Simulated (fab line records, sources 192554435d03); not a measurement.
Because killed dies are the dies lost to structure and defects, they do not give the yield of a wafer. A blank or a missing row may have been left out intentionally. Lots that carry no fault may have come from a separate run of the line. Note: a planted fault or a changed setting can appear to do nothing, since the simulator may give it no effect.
A struck lot beside a sound one ; flow n5 finfet ; 16 out of 1938 route steps
Sound: wafers L145.1, L145.3, L145.5. Struck: wafers L141.3, L141.5, L141.6. The cause comes at the end.
Order at every step that has rows: each side's tool, ch and its chambers, its first start. Under that, the readings that differ: sound wafers ; struck wafers ; difference of the means ; sigmas: that difference in standard deviations of wafers without a fault.
alike: readings with means less than 2 such deviations apart, plus words and numbers identical on both sides. not compared: withheld readings, readings lacking a value on some wafer, bounds such as >300 that could conceal the same value, and numbers that have no deviation in the record and whose values overlap.
Wherever a step has rows on one side only, a row that says differs or no value, or a row with sigmas, the two part there. Numbers that don't overlap but have no deviation are shown without sigmas and don't part them. A reading that every wafer of one side lacks parts them only if that side has two wafers or more.

first, 3 steps without rows for these wafers: N5_FIN_CUT_EXPOSE_05 (exposes mask FIN CUT); N5_FIN_CUT_PEB_06 (peb time 60 s); N5_FIN_CUT_DEVELOP_07 (develop time 30 s).
N5_FIN_CUT_CD_MEAS_08: target cd 29.1 nm.
  sound on cd sem-02 ch 0, day 6 22:04; struck on cd sem-01 ch 0, day 5 20:15
  alike: cd nm
N5_FIN_CUT_OVL_MEAS_09:
  sound on overlay-02 ch 0, day 6 22:05; struck on overlay-02 ch 0, day 5 20:17
  alike: FIN_CUT_OVL
N5_FIN_CUT_INSPECT_10: inspects for defects (brightfield).
  struck on defect inspect-01, day 5 20:20; sound on defect inspect-02, day 6 22:09
  alike: raw defect count
N5_FIN_CUT_DESCUM_13: chemistry O2, time 7 s.
  sound on rie diel-02 ch 1,2,3, day 6 22:22; struck on rie diel-02 ch 0,3, day 5 20:22
  alike: drypump motor current A, o2 flow sccm, oes product au, rf vpp V, showerhead plenum p Torr, throttle valve pct
  not compared: rf hours counter h
N5_FIN_CUT_ETCH_30: etches underlayer in N2/H2, target depth 13 nm, time 10.4 s.
  sound on rie diel-02 ch 1,2,3, day 6 22:23; struck on rie diel-02 ch 0,3, day 5 20:24
  alike: drypump motor current A, etch rf on time s, h2 flow sccm, n2 flow sccm, oes product au, rf vpp V, showerhead plenum p Torr, throttle valve pct
  not compared: rf hours counter h
N5_FIN_CUT_ETCH_20: etches SiARC in CF4, target depth 26 nm, time 43.3 s.
  sound on rie diel-02 ch 1,2,3, day 6 22:25; struck on rie diel-02 ch 0,3, day 5 20:25
  alike: drypump motor current A, etch rf on time s, oes product au, rf vpp V, showerhead plenum p Torr, throttle valve pct
  not compared: rf hours counter h
N5_FIN_CUT_ETCH_21: etches SOC in N2/H2, target depth 219 nm, overetch 43.8 nm, time 523.5 s.
  sound on rie diel-02 ch 1,2,3, day 6 22:27; struck on rie diel-02 ch 0,3, day 5 20:28
  alike: drypump motor current A, h2 flow sccm, n2 flow sccm, oes product au, rf vpp V, showerhead plenum p Torr, throttle valve pct
  not compared: rf hours counter h
then, 2 steps without rows for these wafers: N5_FIN_CUT_STRIP_23 (strips in N2/H2); N5_FIN_CUT_STRIP_31 (strips in N2/H2).
N5_FIN_CUT_STRIP_24: strips in CF4.
  sound on rie diel-02 ch 1,2,3, day 6 22:47; struck on rie diel-02 ch 0,3, day 5 20:47
  no value came back on the struck wafers for any of 7 readings (bias power w (W), cf4 flow sccm (sccm) and others); on the sound wafers bias power w (W) reads 75.14 74.71 74.82
reading;sound;struck;difference;sigmas
model.SiARC_of_FIN_CUT_COAT_19.thk nm (nm);0 0 0;12 12 12;+12;
  not compared: rf hours counter h
then, 1 step without rows for these wafers: N5_FIN_CUT_CUT_ETCH_26 (etches SiNx in CH3F/O2, target depth 39 nm, time 55.7 s).
N5_FIN_CUT_CUT_ETCH_27: etches SiO2 in CHF3/O2, target depth 4 nm, overetch 2 nm, time 4.9 s.
  sound on rie diel-02 ch 1,2,3, day 6 22:50; struck on rie diel-02 ch 0,3, day 5 20:51
reading;sound;struck;difference;sigmas
model.SiARC_of_FIN_CUT_COAT_19.thk nm (nm);0 0 0;4.6 4.6 4.4;+4.5;
  alike: drypump motor current A, oes product au, rf vpp V, showerhead plenum p Torr, throttle valve pct
  not compared: rf hours counter h
N5_FIN_CUT_PRECLEAN_35: cleans in vHF, time 13.3 s.
  sound on vapor etch-01 ch 0,1, day 6 22:55; struck on vapor etch-01 ch 0,1, day 5 20:56
  alike: drypump motor current A

## WHERE THEY PART
Within this record, at N5_FIN_CUT_STRIP_24 only. Later steps at which nothing parts them and some readings are alike: N5_FIN_CUT_CUT_ETCH_27, N5_FIN_CUT_PRECLEAN_35.

WHY: the cause the simulator had injected
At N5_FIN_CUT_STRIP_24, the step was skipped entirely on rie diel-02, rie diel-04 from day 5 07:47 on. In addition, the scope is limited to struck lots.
